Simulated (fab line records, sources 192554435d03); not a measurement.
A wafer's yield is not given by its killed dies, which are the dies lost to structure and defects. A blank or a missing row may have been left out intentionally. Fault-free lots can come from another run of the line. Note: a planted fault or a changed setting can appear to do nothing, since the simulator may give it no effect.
Split-lot trial | flow n5-finfet | route with 1938 steps; 7 lots, 21 wafers read

== ON THE SPLIT ==
At N5_BEOL_M4_COAT_22 (resist thk 30 nm), the setting spin-rpm was moved away from the recipe's 1500 rpm on 10 of the 21 wafers read, by -7.5% to +11.3%. All remaining wafers had this setting at the recipe value.

== FROM THE SPLIT TO THE READING: what the file shows between them, 3 steps ==
- N5_BEOL_M4_EBR_24
- N5_BEOL_M4_SOFTBAKE_23: time 60 s
- N5_BEOL_M4_DESCUM_33: chemistry O2, time 7 s

== THE READING ==
CAR-EUV_of_BEOL_M4_COAT_22.thk-nm (the simulator's own value, which no gauge read), in nm, at N5_BEOL_M4_ETCH_77 (etches underlayer in N2/H2, target depth 6.5 nm, time 5.2 s). The file does not state a usual value for it. The 11 wafers here that ran the recipe average 20.3 nm, standard deviation 0.13 nm.

wafer  | tool, chamber at the split | spin-rpm as run, rpm | against the recipe | CAR-EUV_of_BEOL_M4_COAT_22.thk-nm, nm | against lot-mates on the recipe
L076.1 | litho-track-04, 0          | 1388                 | -7.5%              | 21.8                                  | +1.5
L076.4 | litho-track-04, 0          | 1500                 | recipe             | 20.2                                  | -
L076.6 | litho-track-04, 0          | 1500                 | recipe             | 20.4                                  | -
L074.3 | litho-track-04, 0          | 1660                 | +10.7%             | 19.2                                  | -1.4
L074.4 | litho-track-04, 0          | 1660                 | +10.7%             | 19                                    | -1.6
L074.5 | litho-track-04, 0          | 1500                 | recipe             | 20.6                                  | -
L082.1 | litho-track-02, 0          | 1669                 | +11.3%             | 18.8                                  | -1.4
L082.3 | litho-track-02, 0          | 1669                 | +11.3%             | 18.6                                  | -1.6
L082.6 | litho-track-02, 0          | 1500                 | recipe             | 20.2                                  | -
L088.2 | litho-track-04, 0          | 1500                 | recipe             | 20.2                                  | -
L088.4 | litho-track-04, 0          | 1401                 | -6.6%              | 21.4                                  | +1.2
L088.6 | litho-track-04, 0          | 1401                 | -6.6%              | 21.4                                  | +1.2
L089.1 | litho-track-02, 0          | 1500                 | recipe             | 20.2                                  | -
L089.2 | litho-track-02, 0          | 1500                 | recipe             | 20.2                                  | -
L089.6 | litho-track-02, 0          | 1500                 | recipe             | 20.2                                  | -
L091.2 | litho-track-02, 0          | 1500                 | recipe             | 20.2                                  | -
L091.4 | litho-track-02, 0          | 1551                 | +3.4%              | 20                                    | -0.2
L091.6 | litho-track-02, 0          | 1551                 | +3.4%              | 19.8                                  | -0.4
L094.1 | litho-track-04, 0          | 1500                 | recipe             | 20.2                                  | -
L094.2 | litho-track-04, 0          | 1593                 | +6.2%              | 19.4                                  | -0.9
L094.6 | litho-track-04, 0          | 1500                 | recipe             | 20.4                                  | -

THE FIT
A straight line over all 21 wafers: CAR-EUV_of_BEOL_M4_COAT_22.thk-nm changes by -0.143 nm for each +1% of spin-rpm; r = -0.98; the points scatter about the line by 0.18 nm.
The same after taking each lot's own level away (the mean of its wafers on the recipe; 21 wafers): -0.151 nm for each +1%; r = -0.99; scatter 0.14 nm.
The reading moves by 1.7 nm for the largest change in spin-rpm, on that fit.
Measured against the standard deviation above, the lots' own levels, which go from 20.20 to 20.60 nm, span 3.1 times it.
So the lot-to-lot level changes the slope little: the two slopes agree.
Check: for one of the wafers moved furthest among these (+11.3%), held out of the fit, the line's prediction against its lot-mates is -1.67 nm. Against them it came out at -1.4 nm.

== OTHER SPLITS ON THESE WAFERS ==
Before the reading, these wafers also passed through other splits. Each is held against what the fit with the lots' levels taken away leaves over:
other split on the same wafers | wafers away from the commonest value | r with CAR-EUV_of_BEOL_M4_COAT_22.thk-nm (lot level and that fit taken away)
N5_BEOL_M4_ETCH_64 bias-w      | 6                                    | -0.18

== THE WHOLE CHAIN: every reading that the file lists as answering this split, in the file's order ==
step               | what it does                                                | reading                                                                            | change (the file's fit)               | r (the file's)
N5_BEOL_M4_COAT_22 | resist thk 30 nm                                            | CAR-EUV_of_BEOL_M4_COAT_22.thk-nm (the simulator's own value, which no gauge read) | -0.142 nm for each +1% of the setting | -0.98
N5_BEOL_M4_ETCH_77 | etches underlayer in N2/H2, target depth 6.5 nm, time 5.2 s | CAR-EUV_of_BEOL_M4_COAT_22.thk-nm (the simulator's own value, which no gauge read) | -0.15 nm for each +1% of the setting  | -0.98

== THE FILE'S OWN FIT ==
CAR-EUV_of_BEOL_M4_COAT_22.thk-nm changes by -0.15 nm for each +1% of spin-rpm, r = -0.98.
